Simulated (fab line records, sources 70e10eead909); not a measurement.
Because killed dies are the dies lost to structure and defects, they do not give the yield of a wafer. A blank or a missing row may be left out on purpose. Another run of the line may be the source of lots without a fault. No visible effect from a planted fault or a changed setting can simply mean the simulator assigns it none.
Matching of chambers :: flow nand_harc :: 4 sister chambers for NHARC_P_STI_DESCUM_14 on rie_diel-06
The step chemistry O2, time 3 s. 4 wafers are shown with their chamber, then 9 later ones without.

## WAFERS WITH THEIR CHAMBER
wafer: L078.5
chamber: 3
drypump_motor_current_A (A): 5.8

wafer: L081.2
chamber: 1
drypump_motor_current_A (A): 5.7

wafer: L082.4
chamber: 2
drypump_motor_current_A (A): 5.0

wafer: L082.6
chamber: 0
drypump_motor_current_A (A): 5.3

## WAFERS WITH NO CHAMBER GIVEN
wafer: L087.2
drypump_motor_current_A (A): 5.0

wafer: L087.3
drypump_motor_current_A (A): 5.3

wafer: L087.4
drypump_motor_current_A (A): 5.8

wafer: L089.1
drypump_motor_current_A (A): 5.7

wafer: L089.3
drypump_motor_current_A (A): 5.3

wafer: L089.4
drypump_motor_current_A (A): 5.0

wafer: L091.1
drypump_motor_current_A (A): 5.3

wafer: L091.3
drypump_motor_current_A (A): 5.6

wafer: L091.4
drypump_motor_current_A (A): 5.6

## THE CHAMBER EACH PASSED THROUGH
wafer: L087.2
from the rows above: 2
in truth: 2

wafer: L087.3
from the rows above: 0
in truth: 0

wafer: L087.4
from the rows above: 3
in truth: 3

wafer: L089.1
from the rows above: 1
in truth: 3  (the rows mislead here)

wafer: L089.3
from the rows above: 0
in truth: 0

wafer: L089.4
from the rows above: 2
in truth: 2

wafer: L091.1
from the rows above: 0
in truth: 0

wafer: L091.3
from the rows above: 1
in truth: 1

wafer: L091.4
from the rows above: 1
in truth: 1
8 of 9 placed correctly. From these rows, 0 cannot be placed. Number placed wrongly: 1.
How it was worked out, from the rows above alone: a wafer's distance from a chamber is the root of the sum, over the readings, of the square of ((its reading less the chamber's mean) divided by the reading's scatter). The wafer belongs to the nearest chamber; if the next one is less than 2 further off, it can't be placed. The mean given for a chamber averages the wafers shown for that chamber. The scatter (one wafer shown for each chamber): square how far every hidden wafer sits from the nearest shown wafer, average those squares and take the square root.
